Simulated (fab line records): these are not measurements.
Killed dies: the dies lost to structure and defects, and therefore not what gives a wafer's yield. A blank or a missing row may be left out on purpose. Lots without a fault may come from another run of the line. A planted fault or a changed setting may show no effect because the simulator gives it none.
Matching of chambers :: flow nand harc :: 4 sister chambers for NHARC_A_STAIRCASE_DESCUM_443 on rie diel-05
The step chemistry O2, time 3 s. 4 wafers are shown with their chamber, then 9 later ones without.

WAFERS, EACH WITH ITS CHAMBER
wafer: L090.5
chamber: 3
drypump motor current A (A): 6.04

wafer: L089.3
chamber: 0
drypump motor current A (A): 5.56

wafer: L089.4
chamber: 2
drypump motor current A (A): 6.04

wafer: L089.5
chamber: 1
drypump motor current A (A): 5.78

WAFERS WITHOUT THEIR CHAMBER
wafer: L096.1
drypump motor current A (A): 5.56

wafer: L096.2
drypump motor current A (A): 5.99

wafer: L096.3
drypump motor current A (A): 5.77

wafer: L096.4
drypump motor current A (A): 6.07

wafer: L096.5
drypump motor current A (A): 6.07

wafer: L096.6
drypump motor current A (A): 6.01

wafer: L097.2
drypump motor current A (A): 5.57

wafer: L097.3
drypump motor current A (A): 6.04

wafer: L097.4
drypump motor current A (A): 5.80

EACH ONE'S CHAMBER
wafer: L096.1
from the rows above: 0
in truth: 0

wafer: L096.2
from the rows above: can't be placed: 2 or 3
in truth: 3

wafer: L096.3
from the rows above: 1
in truth: 1

wafer: L096.4
from the rows above: can't be placed: 2 or 3
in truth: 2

wafer: L096.5
from the rows above: can't be placed: 2 or 3
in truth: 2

wafer: L096.6
from the rows above: can't be placed: 2 or 3
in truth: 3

wafer: L097.2
from the rows above: 0
in truth: 0

wafer: L097.3
from the rows above: can't be placed: 2 or 3
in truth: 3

wafer: L097.4
from the rows above: 1
in truth: 1
Correctly placed: 4 of 9. Unplaceable from these rows: 5, with the true chamber sitting among the candidates in 5. Number placed wrongly: 0.
How it was worked out, from the rows above alone: a wafer's distance from a chamber is the root of the sum, over the readings, of the square of ((its reading less the chamber's mean) divided by the reading's scatter). If the next closest chamber is less than 2 further off than the closest, the wafer can't be placed; otherwise it belongs to the closest. For every chamber, the mean is computed from those of its wafers that are shown. The scatter: root of mean squared gap, hidden wafer to nearest shown wafer, with one shown wafer a chamber.
